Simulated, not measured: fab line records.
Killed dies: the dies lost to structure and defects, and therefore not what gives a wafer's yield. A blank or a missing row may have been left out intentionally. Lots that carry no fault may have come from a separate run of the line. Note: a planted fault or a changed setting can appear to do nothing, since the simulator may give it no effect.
Chamber matching | flow n5-finfet | N5_ILD0_CMP_12 on cmp-02 has 4 sister chambers
The step polishes SiNx, stops on poly-Si, t overpolish 6 s, target thk 17.67 nm. 16 wafers are shown with their chamber, then 8 later ones without.

== WAFERS PAIRED WITH THEIR CHAMBERS ==
wafer  | chamber | motor-current-A (A) | overpolish-run-s (s) | time-to-endpoint-s (s)
L075.3 | 0       | 9.6                 | 6.001                | 30.3
L075.4 | 1       | 8.0                 | 5.995                | 28.3
L075.6 | 0       | 9.2                 | 5.999                | 27.9
L077.1 | 2       | 9.4                 | 6.008                | 26.5
L077.3 | 0       | 9.6                 | 5.988                | 26.0
L077.6 | 0       | 9.3                 | 5.995                | 25.3
L082.1 | 1       | 8.1                 | 6.019                | 23.6
L082.4 | 3       | 9.2                 | 5.996                | 26.3
L082.5 | 3       | 9.4                 | 5.992                | 27.0
L083.3 | 0       | 9.0                 | 6.005                | 23.9
L083.5 | 2       | 9.3                 | 6.012                | 26.1
L083.6 | 3       | 9.5                 | 6.015                | 25.3
L084.2 | 2       | 9.5                 | 5.985                | 26.1
L084.5 | 1       | 8.0                 | 6.009                | 27.9
L084.6 | 2       | 9.4                 | 5.993                | 26.5
L087.3 | 3       | 9.8                 | 5.996                | 26.1

SIGNATURES, as means of the wafers listed above
reading            | chamber 0 | chamber 1 | chamber 2 | chamber 3 | scatter within a chamber
motor-current-A    | 9.340     | 8.033     | 9.400     | 9.475     | 0.201
overpolish-run-s   | 5.99760   | 6.00767   | 5.99950   | 5.99975   | 0.0102
time-to-endpoint-s | 26.680    | 26.600    | 26.300    | 26.175    | 1.82
Rule: distance of a wafer from a chamber = root of the sum over the readings of ((wafer's reading minus chamber's mean) / reading's scatter) squared. The wafer belongs to the nearest chamber; if the next one is less than 2 further off, it can't be placed. The scatter: take each reading less its chamber's mean, square it, sum over the shown wafers, divide by the number of wafers less the number of chambers, and take the root.

== WAFERS WITHOUT THEIR CHAMBER ==
wafer  | motor-current-A (A) | overpolish-run-s (s) | time-to-endpoint-s (s)
L087.4 | 9.7                 | 6.007                | 27.3
L087.5 | 8.9                 | 6.004                | 27.5
L088.1 | 8.6                 | 6.010                | 25.2
L088.2 | 9.6                 | 5.998                | 27.9
L088.3 | 9.8                 | 5.992                | 24.5
L090.1 | 9.6                 | 6.002                | 28.6
L090.2 | 9.8                 | 6.007                | 25.7
L090.6 | 9.8                 | 5.996                | 25.9

== CHAMBER TAKEN BY EACH ==
wafer  | from the rows above               | in truth
L087.4 | can't be placed: 3 or 2 or 0      | 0
L087.5 | can't be placed: 0 or 2 or 3      | 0
L088.1 | can't be placed: 1 or 0 or 2 or 3 | 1
L088.2 | can't be placed: 3 or 2 or 0      | 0
L088.3 | can't be placed: 3 or 2 or 0      | 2
L090.1 | can't be placed: 3 or 2 or 0      | 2
L090.2 | can't be placed: 3 or 2 or 0      | 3
L090.6 | can't be placed: 3 or 2 or 0      | 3
Correctly placed: 0 of 8. From these rows, 8 cannot be placed; in 8 the true chamber is one of the candidates. Wrongly placed: 0.
